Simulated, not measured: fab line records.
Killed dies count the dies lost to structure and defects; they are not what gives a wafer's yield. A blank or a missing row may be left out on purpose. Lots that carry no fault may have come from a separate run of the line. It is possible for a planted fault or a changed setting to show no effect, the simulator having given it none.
What tool caused it? + flow n5_finfet + 72 wafers from 24 lots sampled at 2 of the route's 1938 steps

## WHAT EACH GAUGE READ, for each wafer
N5_BEOL_M1_OCD_MEAS_38. Usual: trench_depth_nm 55.0 nm, standard deviation 0.93.
| lot  | measured     | on     | trench_depth_nm (nm) | flag |
|------|--------------|--------|----------------------|------|
| L074 | day 6 08:16  | ocd-02 | 55.4 55.4 55.0       |      |
| L075 | day 6 18:25  | ocd-02 | 54.8 55.2 55.0       |      |
| L076 | day 7 05:56  | ocd-02 | 53.3 54.8 53.8       |      |
| L077 | day 7 10:04  | ocd-01 | 55.0 53.3 54.8       |      |
| L078 | day 7 10:05  | ocd-02 | 55.8 56.8 57.2       |      |
| L079 | day 7 16:40  | ocd-01 | 54.0 55.6 54.6       |      |
| L081 | day 8 00:23  | ocd-02 | 54.2 55.3 53.5       |      |
| L080 | day 8 00:25  | ocd-01 | 54.1 55.5 55.6       |      |
| L082 | day 8 10:02  | ocd-01 | 56.2 55.7 56.1       |      |
| L083 | day 8 14:16  | ocd-02 | 55.5 55.7 54.9       |      |
| L084 | day 8 23:08  | ocd-01 | 54.4 54.0 54.5       |      |
| L085 | day 9 09:48  | ocd-02 | 54.0 55.5 56.4       |      |
| L086 | day 9 09:48  | ocd-01 | 55.2 54.8 55.5       |      |
| L088 | day 9 18:26  | ocd-01 | 54.8 55.7 55.5       |      |
| L087 | day 10 06:56 | ocd-02 | 54.2 56.0 54.7       |      |
| L089 | day 10 09:59 | ocd-01 | 54.6 55.7 55.1       |      |
| L090 | day 10 10:01 | ocd-02 | 56.2 54.7 53.5       |      |
| L092 | day 10 12:47 | ocd-01 | 55.2 53.2 54.7       |      |
| L091 | day 10 13:24 | ocd-02 | 54.6 56.5 55.1       |      |
| L093 | day 11 00:17 | ocd-01 | 55.4 53.6 55.4       |      |
| L094 | day 11 03:48 | ocd-01 | 55.8 54.6 56.6       |      |
| L095 | day 11 13:35 | ocd-01 | 55.0 56.0 55.5       |      |
| L096 | day 12 00:49 | ocd-01 | 56.3 56.0 55.4       |      |
| L097 | day 12 01:31 | ocd-01 | 52.9 55.9 55.6       |      |

## WHICH TOOL RAN EACH LOT (tool, then ch and the chambers of the sampled wafers, then the start)
| lot  | N5_BEOL_M1_TRENCH_ETCH_37                     |
|------|-----------------------------------------------|
| L074 | rie_diel-04 ch 1,2,3, day 6 08:16 or earlier  |
| L075 | rie_diel-02 ch 0,1, day 6 18:25 or earlier    |
| L076 | rie_diel-03 ch 2,3, day 7 05:56 or earlier    |
| L077 | rie_diel-02 ch 0,2, day 7 10:04 or earlier    |
| L078 | rie_diel-04 ch 0,3, day 7 10:05 or earlier    |
| L079 | rie_diel-02 ch 0,1,2, day 7 16:40 or earlier  |
| L081 | rie_diel-02 ch 0,1,2, day 8 00:23 or earlier  |
| L080 | rie_diel-03 ch 0,1,3, day 8 00:25 or earlier  |
| L082 | rie_diel-04 ch 1,2, day 8 10:02 or earlier    |
| L083 | rie_diel-04 ch 1,3, day 8 14:16 or earlier    |
| L084 | rie_diel-02 ch 1,2, day 8 23:08 or earlier    |
| L085 | rie_diel-02 ch 0,1,3, day 9 09:48 or earlier  |
| L086 | rie_diel-03 ch 0,1,2, day 9 09:48 or earlier  |
| L088 | rie_diel-04 ch 0,2,3, day 9 18:26 or earlier  |
| L087 | rie_diel-02 ch 0,2,3, day 10 06:56 or earlier |
| L089 | rie_diel-04 ch 0,1,2, day 10 09:59 or earlier |
| L090 | rie_diel-02 ch 0,1,3, day 10 10:01 or earlier |
| L092 | rie_diel-03 ch 1,3, day 10 12:47 or earlier   |
| L091 | rie_diel-04 ch 0,1,2, day 10 13:24 or earlier |
| L093 | rie_diel-02 ch 0,1,3, day 11 00:17 or earlier |
| L094 | rie_diel-04 ch 0,3, day 11 03:48 or earlier   |
| L095 | rie_diel-04 ch 0,1,3, day 11 13:35 or earlier |
| L096 | rie_diel-04 ch 0,1,3, day 12 00:49 or earlier |
| L097 | rie_diel-02 ch 1,3, day 12 01:31 or earlier   |
- N5_BEOL_M1_TRENCH_ETCH_37: etches SiOC in C4F6/O2, target depth 55.207 nm, time 29 s.

## WHAT THE TOOLS THEMSELVES READ (means of the sampled wafers that have a number; where no wafer has one, the mark that the record gives instead)
N5_BEOL_M1_TRENCH_ETCH_37. Usual: drypump_motor_current_A 5.9 A, standard deviation 0.49; mfc_ar_sccm 300.1 sccm, standard deviation 1; oes_ar_750_au 0.75 a.u., standard deviation 0.053; oes_product_au 0.75 a.u., standard deviation 0.06; rf_fwd_power_W 350.2 W, standard deviation 1.9; rf_vpp_V 668 V, standard deviation 7.5; showerhead_plenum_p_Torr 2.86 Torr, standard deviation 0.099; throttle_valve_pct 20.87 %, standard deviation 0.18.
| lot  | tool        | drypump_motor_current_A (A) | mfc_ar_sccm (sccm) | oes_ar_750_au (a.u.) | oes_product_au (a.u.) | rf_fwd_power_W (W) | rf_vpp_V (V) | showerhead_plenum_p_Torr (Torr) | throttle_valve_pct (%) | flag |
|------|-------------|-----------------------------|--------------------|----------------------|-----------------------|--------------------|--------------|---------------------------------|------------------------|------|
| L074 | rie_diel-04 | 5.8                         | 299.8              | 0.75                 | 0.74                  | 350.7              | 665          | 2.93                            | 20.84                  |      |
| L075 | rie_diel-02 | 5.8                         | 300.5              | 0.78                 | 0.79                  | 350.0              | 668          | 2.83                            | 20.75                  |      |
| L076 | rie_diel-03 | 5.3                         | 300.7              | 0.74                 | 0.72                  | 351.0              | 662          | 2.76                            | 20.90                  |      |
| L077 | rie_diel-02 | 5.4                         | 299.1              | 0.79                 | 0.79                  | 351.8              | 673          | 2.94                            | 20.71                  |      |
| L078 | rie_diel-04 | 6.0                         | 300.0              | 0.73                 | 0.73                  | 351.2              | 677          | 2.89                            | 21.01                  |      |
| L079 | rie_diel-02 | 5.8                         | 300.9              | 0.77                 | 0.77                  | 349.8              | 668          | 2.86                            | 20.72                  |      |
| L081 | rie_diel-02 | 5.8                         | 301.5              | 0.77                 | 0.76                  | 349.9              | 668          | 2.85                            | 20.72                  |      |
| L080 | rie_diel-03 | 5.9                         | 301.2              | 0.72                 | 0.72                  | 350.5              | 664          | 2.75                            | 20.99                  |      |
| L082 | rie_diel-04 | 5.8                         | 299.6              | 0.74                 | 0.74                  | 348.8              | 660          | 2.91                            | 20.87                  |      |
| L083 | rie_diel-04 | 6.0                         | 299.6              | 0.73                 | 0.72                  | 350.1              | 666          | 2.95                            | 20.90                  |      |
| L084 | rie_diel-02 | 6.1                         | 300.8              | 0.75                 | 0.75                  | 350.6              | 662          | 2.77                            | 20.73                  |      |
| L085 | rie_diel-02 | 6.0                         | 300.1              | 0.83                 | 0.84                  | 349.8              | 671          | 2.88                            | 20.77                  |      |
| L086 | rie_diel-03 | 5.9                         | 300.8              | 0.71                 | 0.71                  | 350.1              | 663          | 2.78                            | 20.84                  |      |
| L088 | rie_diel-04 | 5.9                         | 300.6              | 0.73                 | 0.72                  | 350.8              | 670          | 2.84                            | 21.01                  |      |
| L087 | rie_diel-02 | 6.0                         | 300.3              | 0.82                 | 0.82                  | 348.6              | 672          | 2.91                            | 20.73                  |      |
| L089 | rie_diel-04 | 5.9                         | 299.5              | 0.73                 | 0.72                  | 349.7              | 664          | 2.83                            | 21.01                  |      |
| L090 | rie_diel-02 | 6.0                         | 300.6              | 0.82                 | 0.83                  | 349.1              | 672          | 2.88                            | 20.78                  |      |
| L092 | rie_diel-03 | 6.1                         | 299.5              | 0.72                 | 0.71                  | 350.8              | 663          | 2.78                            | 20.94                  |      |
| L091 | rie_diel-04 | 5.9                         | 301.3              | 0.73                 | 0.72                  | 349.0              | 663          | 2.83                            | 21.01                  |      |
| L093 | rie_diel-02 | 5.9                         | 299.8              | 0.81                 | 0.82                  | 349.1              | 671          | 2.88                            | 20.79                  |      |
| L094 | rie_diel-04 | 6.1                         | 299.8              | 0.71                 | 0.70                  | 350.4              | 676          | 2.87                            | 21.04                  |      |
| L095 | rie_diel-04 | 6.1                         | 300.0              | 0.71                 | 0.70                  | 351.2              | 670          | 2.87                            | 21.05                  |      |
| L096 | rie_diel-04 | 6.1                         | 301.1              | 0.71                 | 0.70                  | 349.8              | 670          | 2.87                            | 21.07                  |      |
| L097 | rie_diel-02 | 6.5                         | 298.7              | 0.85                 | 0.86                  | 345.8              | 670          | 2.85                            | 20.77                  |      |

## THE ANSWER, worked out from the rows above alone
Rule: lot off if the mean of its wafers having a number is beyond 3 standard deviations from the usual mean. A lot without any number at a reading at which 4 lots or more have one is off too. The other lots that the step has rows for count as sound. After the gauges, taken in route order, come the tools' own readings; for these a lot's mean is taken, as printed above. At the first step where some lot is off, the reading lying furthest off is the one used; lots without a number count as furthest.
Nothing can be told from this: no lot is off at any reading shown.

## WHAT THE SIMULATOR HAD PUT IN
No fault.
